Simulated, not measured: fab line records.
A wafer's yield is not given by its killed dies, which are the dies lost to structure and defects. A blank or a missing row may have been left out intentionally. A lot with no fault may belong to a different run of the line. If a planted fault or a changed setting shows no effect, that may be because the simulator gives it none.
Lot-split experiment | flow n5_finfet | 7 lots, 21 wafers read, on a route of 1938 steps

## SPLIT DETAILS
At N5_SD_EPI_N_EPI_21 (deposits Si:P, time 690 s), the setting epi_growth_time_s was moved away from the recipe's 690 s on 10 of the 21 wafers read, by -6.2% to +8.0%. All remaining wafers had this setting at the recipe value.

## FROM THE SPLIT TO THE READING: what the file shows between them, 9 steps
- N5_SD_EPI_P_COAT_34: time 60 s, resist thk 350 nm (also split here: spin_rpm)
- N5_SD_EPI_P_COAT_35: time 60 s, resist thk 35 nm
- N5_SD_EPI_P_COAT_03: resist thk 150 nm
- N5_SD_EPI_P_EPI_21: deposits SiGe:B, time 355 s
- N5_SD_EPI_P_HM_STRIP_48: strips SiNx in H3PO4, material SiNx, target depth 3 nm
- N5_SD_EPI_P_SRD_49: time 30 s
- N5_SD_EPI_P_PRECLEAN_24: cleans in O3/DIW, time 45 s
- N5_SD_ACTIVATION_RTA_00: time 0 s
- N5_SD_ACTIVATION_LSA_01: time 0.0008 s

## THE READING
Measured at N5_SD_ACTIVATION_RS_MEAS_03 by four-point probe: RS_SD_N, in ohm/sq. On this fab line, fault-free wafers typically give 21.9 ohm/sq with a standard deviation of 0.36 ohm/sq.

wafer  | tool, chamber at the split | epi_growth_time_s as run, s | against the recipe | RS_SD_N, ohm/sq | against lot-mates on the recipe
L078.1 | epi_rpcvd-04, 0            | 734.8                       | +6.5%              | 20.7            | -1.1
L078.3 | epi_rpcvd-04, 0            | 690                         | recipe             | 21.8            | -
L078.4 | epi_rpcvd-04, 0            | 734.8                       | +6.5%              | 21.1            | -0.7
L081.3 | epi_rpcvd-03, 0            | 690                         | recipe             | 22.2            | -
L081.4 | epi_rpcvd-03, 0            | 690                         | recipe             | 22.5            | -
L081.6 | epi_rpcvd-03, 0            | 690                         | recipe             | 22.7            | -
L083.2 | epi_rpcvd-04, 0            | 690                         | recipe             | 21.9            | -
L083.3 | epi_rpcvd-04, 0            | 690                         | recipe             | 21.9            | -
L083.4 | epi_rpcvd-04, 0            | 690                         | recipe             | 21.8            | -
L084.1 | epi_rpcvd-04, 0            | 738.3                       | +7.0%              | 20.4            | no lot-mate on the recipe
L084.4 | epi_rpcvd-04, 0            | 738.3                       | +7.0%              | 20.5            | no lot-mate on the recipe
L084.5 | epi_rpcvd-04, 0            | 738.3                       | +7.0%              | 20.5            | no lot-mate on the recipe
L085.2 | epi_rpcvd-03, 0            | 690                         | recipe             | 21.9            | -
L085.4 | epi_rpcvd-03, 0            | 647.1                       | -6.2%              | 23.3            | +1.4
L085.5 | epi_rpcvd-03, 0            | 647.1                       | -6.2%              | 23.2            | +1.3
L095.1 | epi_rpcvd-04, 0            | 744.9                       | +8.0%              | 21.3            | -0.8
L095.4 | epi_rpcvd-04, 0            | 690                         | recipe             | 21.9            | -
L095.6 | epi_rpcvd-04, 0            | 690                         | recipe             | 22.3            | -
L097.1 | epi_rpcvd-03, 0            | 726                         | +5.2%              | 21.8            | -0.4
L097.2 | epi_rpcvd-03, 0            | 690                         | recipe             | 22.2            | -
L097.4 | epi_rpcvd-03, 0            | 726                         | +5.2%              | 21.9            | -0.3

THE FIT
A straight line over all 21 wafers: RS_SD_N changes by -0.175 ohm/sq for each +1% of epi_growth_time_s; r = -0.89; the points scatter about the line by 0.38 ohm/sq.
The same after taking each lot's own level away (the mean of its wafers on the recipe; 18 wafers): -0.146 ohm/sq for each +1%; r = -0.93; scatter 0.24 ohm/sq.
The reading moves by 1.2 ohm/sq for the largest change in epi_growth_time_s, on that fit.
Across the lots, their own levels run from 21.80 to 22.47 ohm/sq, a range of 1.9 times the standard deviation given above.
Thus the slope moves with the lot-to-lot level: the two fits are different.
Check: with one of the wafers moved furthest among these (+8.0%) left out of the fit, the line predicts -1.12 ohm/sq for it against its lot-mates. It came out at -0.8 ohm/sq against them.

## THESE WAFERS: OTHER SPLITS
Before the reading, these wafers also passed through other splits. Each is held against what the fit with the lots' levels taken away leaves over:
other split on the same wafers | wafers away from the commonest value | r with RS_SD_N (lot level and that fit taken away)
N5_FIN_CUT_COAT_19 spin_rpm    | 5                                    | +0.48
N5_SD_EPI_N_COAT_33 spin_rpm   | 8                                    | -0.23
N5_SD_EPI_N_COAT_03 spin_rpm   | 6                                    | -0.17
N5_SD_EPI_P_COAT_34 spin_rpm   | 9                                    | -0.10

## THE WHOLE CHAIN: every reading that the file lists as answering this split, in the file's order
step                        | what it does                                           | reading                                                                         | change (the file's fit)               | r (the file's)
N5_SD_EPI_N_EPI_21          | deposits Si:P, time 690 s                              | Si-P_of_SD_EPI_N_EPI_21.thk_nm (the simulator's own value, which no gauge read) | +0.368 nm for each +1% of the setting | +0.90
N5_SD_EPI_P_HM_STRIP_48     | strips SiNx in H3PO4, material SiNx, target depth 3 nm | Si-P_of_SD_EPI_N_EPI_21.thk_nm (the simulator's own value, which no gauge read) | +0.352 nm for each +1% of the setting | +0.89
N5_SD_ACTIVATION_RS_MEAS_03 | measures by four-point-probe                           | RS_SD_N                                                                         | -0.13 for each +1% of the setting     | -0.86

## THE FILE'S OWN FIT
RS_SD_N changes by -0.13 ohm/sq for each +1% of epi_growth_time_s, r = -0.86.
